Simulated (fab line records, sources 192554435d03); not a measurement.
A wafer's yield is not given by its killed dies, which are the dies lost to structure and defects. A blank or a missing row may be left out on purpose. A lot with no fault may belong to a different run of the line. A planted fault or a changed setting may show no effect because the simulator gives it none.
Split-lot experiment || flow n5-finfet || 7 lots, 21 wafers read, on a route of 1938 steps

ON THE SPLIT
At N5_BEOL_M13_COAT_58 (time 60 s, resist thk 89 nm), the setting spin-rpm was moved away from the recipe's 1500 rpm on 6 of the 21 wafers read, by -10.1% to +10.1%. The other wafers ran this setting at the recipe's value.

Reading taken at the split's own step.

THE READING
BARC_of_BEOL_M13_COAT_58.thk-nm (the simulator's own value, which no gauge read), in nm, at N5_BEOL_M13_COAT_58 (time 60 s, resist thk 89 nm). There is no usual value for it anywhere in the file. The 15 wafers here that ran the recipe average 89.1 nm, standard deviation 0.24 nm.

{"wafer": "L078.2", "tool, chamber at the split": "litho-track-01, 0", "spin-rpm as run, rpm": 1500, "against the recipe": "recipe", "BARC_of_BEOL_M13_COAT_58.thk-nm, nm": 89, "against lot-mates on the recipe": "-"}
{"wafer": "L078.4", "tool, chamber at the split": "litho-track-01, 0", "spin-rpm as run, rpm": 1500, "against the recipe": "recipe", "BARC_of_BEOL_M13_COAT_58.thk-nm, nm": 89, "against lot-mates on the recipe": "-"}
{"wafer": "L078.5", "tool, chamber at the split": "litho-track-01, 0", "spin-rpm as run, rpm": 1500, "against the recipe": "recipe", "BARC_of_BEOL_M13_COAT_58.thk-nm, nm": 89, "against lot-mates on the recipe": "-"}
{"wafer": "L080.1", "tool, chamber at the split": "litho-track-04, 0", "spin-rpm as run, rpm": 1402, "against the recipe": "-6.5%", "BARC_of_BEOL_M13_COAT_58.thk-nm, nm": 92.2, "against lot-mates on the recipe": "+3.0"}
{"wafer": "L080.4", "tool, chamber at the split": "litho-track-04, 0", "spin-rpm as run, rpm": 1402, "against the recipe": "-6.5%", "BARC_of_BEOL_M13_COAT_58.thk-nm, nm": 92, "against lot-mates on the recipe": "+2.8"}
{"wafer": "L080.6", "tool, chamber at the split": "litho-track-04, 0", "spin-rpm as run, rpm": 1500, "against the recipe": "recipe", "BARC_of_BEOL_M13_COAT_58.thk-nm, nm": 89.2, "against lot-mates on the recipe": "-"}
{"wafer": "L083.2", "tool, chamber at the split": "litho-track-05, 0", "spin-rpm as run, rpm": 1651, "against the recipe": "+10.1%", "BARC_of_BEOL_M13_COAT_58.thk-nm, nm": 85.4, "against lot-mates on the recipe": -4.2}
{"wafer": "L083.3", "tool, chamber at the split": "litho-track-05, 0", "spin-rpm as run, rpm": 1500, "against the recipe": "recipe", "BARC_of_BEOL_M13_COAT_58.thk-nm, nm": 89.6, "against lot-mates on the recipe": "-"}
{"wafer": "L083.6", "tool, chamber at the split": "litho-track-05, 0", "spin-rpm as run, rpm": 1651, "against the recipe": "+10.1%", "BARC_of_BEOL_M13_COAT_58.thk-nm, nm": 85.2, "against lot-mates on the recipe": -4.4}
{"wafer": "L084.1", "tool, chamber at the split": "litho-track-05, 0", "spin-rpm as run, rpm": 1348, "against the recipe": "-10.1%", "BARC_of_BEOL_M13_COAT_58.thk-nm, nm": 94.2, "against lot-mates on the recipe": "+5.0"}
{"wafer": "L084.3", "tool, chamber at the split": "litho-track-05, 0", "spin-rpm as run, rpm": 1348, "against the recipe": "-10.1%", "BARC_of_BEOL_M13_COAT_58.thk-nm, nm": 94, "against lot-mates on the recipe": "+4.8"}
{"wafer": "L084.4", "tool, chamber at the split": "litho-track-05, 0", "spin-rpm as run, rpm": 1500, "against the recipe": "recipe", "BARC_of_BEOL_M13_COAT_58.thk-nm, nm": 89.2, "against lot-mates on the recipe": "-"}
{"wafer": "L087.3", "tool, chamber at the split": "litho-track-01, 0", "spin-rpm as run, rpm": 1500, "against the recipe": "recipe", "BARC_of_BEOL_M13_COAT_58.thk-nm, nm": 89.2, "against lot-mates on the recipe": "-"}
{"wafer": "L087.4", "tool, chamber at the split": "litho-track-01, 0", "spin-rpm as run, rpm": 1500, "against the recipe": "recipe", "BARC_of_BEOL_M13_COAT_58.thk-nm, nm": 88.6, "against lot-mates on the recipe": "-"}
{"wafer": "L087.6", "tool, chamber at the split": "litho-track-01, 0", "spin-rpm as run, rpm": 1500, "against the recipe": "recipe", "BARC_of_BEOL_M13_COAT_58.thk-nm, nm": 89, "against lot-mates on the recipe": "-"}
{"wafer": "L095.1", "tool, chamber at the split": "litho-track-01, 0", "spin-rpm as run, rpm": 1500, "against the recipe": "recipe", "BARC_of_BEOL_M13_COAT_58.thk-nm, nm": 88.8, "against lot-mates on the recipe": "-"}
{"wafer": "L095.3", "tool, chamber at the split": "litho-track-01, 0", "spin-rpm as run, rpm": 1500, "against the recipe": "recipe", "BARC_of_BEOL_M13_COAT_58.thk-nm, nm": 89.2, "against lot-mates on the recipe": "-"}
{"wafer": "L095.6", "tool, chamber at the split": "litho-track-01, 0", "spin-rpm as run, rpm": 1500, "against the recipe": "recipe", "BARC_of_BEOL_M13_COAT_58.thk-nm, nm": 89, "against lot-mates on the recipe": "-"}
{"wafer": "L097.4", "tool, chamber at the split": "litho-track-01, 0", "spin-rpm as run, rpm": 1500, "against the recipe": "recipe", "BARC_of_BEOL_M13_COAT_58.thk-nm, nm": 89.4, "against lot-mates on the recipe": "-"}
{"wafer": "L097.6", "tool, chamber at the split": "litho-track-01, 0", "spin-rpm as run, rpm": 1500, "against the recipe": "recipe", "BARC_of_BEOL_M13_COAT_58.thk-nm, nm": 89.4, "against lot-mates on the recipe": "-"}
{"wafer": "L097.5", "tool, chamber at the split": "litho-track-01, 0", "spin-rpm as run, rpm": 1500, "against the recipe": "recipe", "BARC_of_BEOL_M13_COAT_58.thk-nm, nm": 89.2, "against lot-mates on the recipe": "-"}

FIT RESULTS
A straight line over all 21 wafers: BARC_of_BEOL_M13_COAT_58.thk-nm changes by -0.436 nm for each +1% of spin-rpm; r = -0.99; the points scatter about the line by 0.32 nm.
The same after taking each lot's own level away (the mean of its wafers on the recipe; 21 wafers): -0.452 nm for each +1%; r = -1.00; scatter 0.18 nm.
That fit puts the effect of the largest move of spin-rpm on the reading at 4.6 nm.
The lots' own levels span 88.93 to 89.60 nm, that is 2.8 times the standard deviation above.
So the lot-to-lot level changes the slope little: the two slopes agree.
Check: with one of the wafers moved furthest among these (-10.1%) left out of the fit, the line predicts +4.52 nm for it against its lot-mates. Against them it came out at +5 nm.

THE OTHER SPLITS THESE WAFERS WENT THROUGH
Other splits were also applied to these wafers ahead of the reading. Each is held against what the fit with the lots' levels taken away leaves over:
{"other split on the same wafers": "N5_BEOL_M10_COAT_63 spin-rpm", "wafers away from the commonest value": 5, "r with BARC_of_BEOL_M13_COAT_58.thk-nm (lot level and that fit taken away)": -0.24}
{"other split on the same wafers": "N5_BEOL_M11_DESCUM_16 time-s", "wafers away from the commonest value": 5, "r with BARC_of_BEOL_M13_COAT_58.thk-nm (lot level and that fit taken away)": "+0.37"}
{"other split on the same wafers": "N5_BEOL_M11_ETCH_62 time-s", "wafers away from the commonest value": 8, "r with BARC_of_BEOL_M13_COAT_58.thk-nm (lot level and that fit taken away)": "+0.07"}
{"other split on the same wafers": "N5_BEOL_M11_TRENCH_ETCH_37 time-s", "wafers away from the commonest value": 4, "r with BARC_of_BEOL_M13_COAT_58.thk-nm (lot level and that fit taken away)": -0.11}
{"other split on the same wafers": "N5_BEOL_M11_ALD_74 ald-cycles", "wafers away from the commonest value": 10, "r with BARC_of_BEOL_M13_COAT_58.thk-nm (lot level and that fit taken away)": -0.21}

FILE'S OWN FIT
BARC_of_BEOL_M13_COAT_58.thk-nm changes by -0.454 nm for each +1% of spin-rpm, r = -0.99.
